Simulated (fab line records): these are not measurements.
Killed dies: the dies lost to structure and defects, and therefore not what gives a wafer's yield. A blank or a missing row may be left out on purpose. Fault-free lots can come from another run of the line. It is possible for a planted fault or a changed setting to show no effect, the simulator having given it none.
A lot that was struck, set against a sound lot | flow nand-harc | 14 steps out of a route of 1159
Sound: the wafers L664.1, L664.4, L664.6. Wafers struck: L666.1, L666.2, L666.4. At the end, the cause is stated.
Each step with rows lists, per side, the tool, then ch with its chambers, then its first start. Under that, the readings that differ: sound wafers | struck wafers | difference of the means | sigmas: that difference in standard deviations of wafers without a fault.
alike: readings with means less than 2 such deviations apart, plus words and numbers identical on both sides. not compared: withheld readings, readings lacking a value on some wafer, bounds such as >300 that could conceal the same value, and numbers that have no deviation in the record and whose values overlap.
Wherever a step has rows on one side only, a row that says differs or no value, or a row with sigmas, the two part there. When numbers do not overlap yet have no deviation, they are printed without sigmas and do not part them. A reading that every wafer of one side lacks parts them only if that side has two wafers or more.

first, 1 step without rows for these wafers: NHARC_P_GATE_HARDBAKE_47 (time 80 s).
NHARC_P_GATE_DESCUM_48: chemistry O2, time 3 s.
  sound on rie-diel-12 ch 0,1,2, day 6 16:50; struck on rie-diel-01 ch 0,1,2, day 7 09:55
  alike: drypump-motor-current-A, oes-product-au, rf-vpp-V, showerhead-plenum-p-Torr, throttle-valve-pct
  not compared: rf-hours-counter-h
next, for these wafers, 1 step has no rows: NHARC_P_GATE_IMPLANT_49.
NHARC_P_GATE_STRIP_111: strips in N2/H2, time 250 s.
  sound on plasma-asher-02 ch 0,1, day 6 17:15; struck on plasma-asher-01 ch 0,1, day 7 10:18
  alike: drypump-motor-current-A, heater-power-w
  not compared: rf-hours-counter-h
NHARC_P_GATE_STRIP_75: strips in O2.
  sound on plasma-asher-02 ch 0,1, day 6 17:31; struck on plasma-asher-01 ch 0,1, day 7 10:36
  alike: drypump-motor-current-A, heater-power-w
  not compared: rf-hours-counter-h
then, 7 steps without rows for these wafers: NHARC_P_GATE_STRIP_50 (strips in SPM, time 900 s); NHARC_P_GATE_DEHYDRATE_51 (time 120 s); NHARC_P_GATE_HMDS_52 (time 30 s); NHARC_P_GATE_COAT_53; NHARC_P_GATE_SOFTBAKE_54 (time 95 s); NHARC_P_GATE_EBR_55; NHARC_P_GATE_EXPOSE_56 (exposes mask P PSD, target cd 720 nm).
NHARC_P_GATE_PEB_57: peb time 85 s.
  struck on litho-track-03, day 7 11:22; sound on litho-track-05 ch 0, day 6 18:20
  no value came back on the struck wafers for chill-plate-temp-C (C), exhaust-pa (Pa); on the sound wafers chill-plate-temp-C (C) reads 23.03 23.07 23.03
then, 1 step without rows for these wafers: NHARC_P_GATE_DEVELOP_58 (time 70 s).

== WHERE THEY PART ==
Only at NHARC_P_GATE_PEB_57, within this record.

WHY: what the simulator had put in
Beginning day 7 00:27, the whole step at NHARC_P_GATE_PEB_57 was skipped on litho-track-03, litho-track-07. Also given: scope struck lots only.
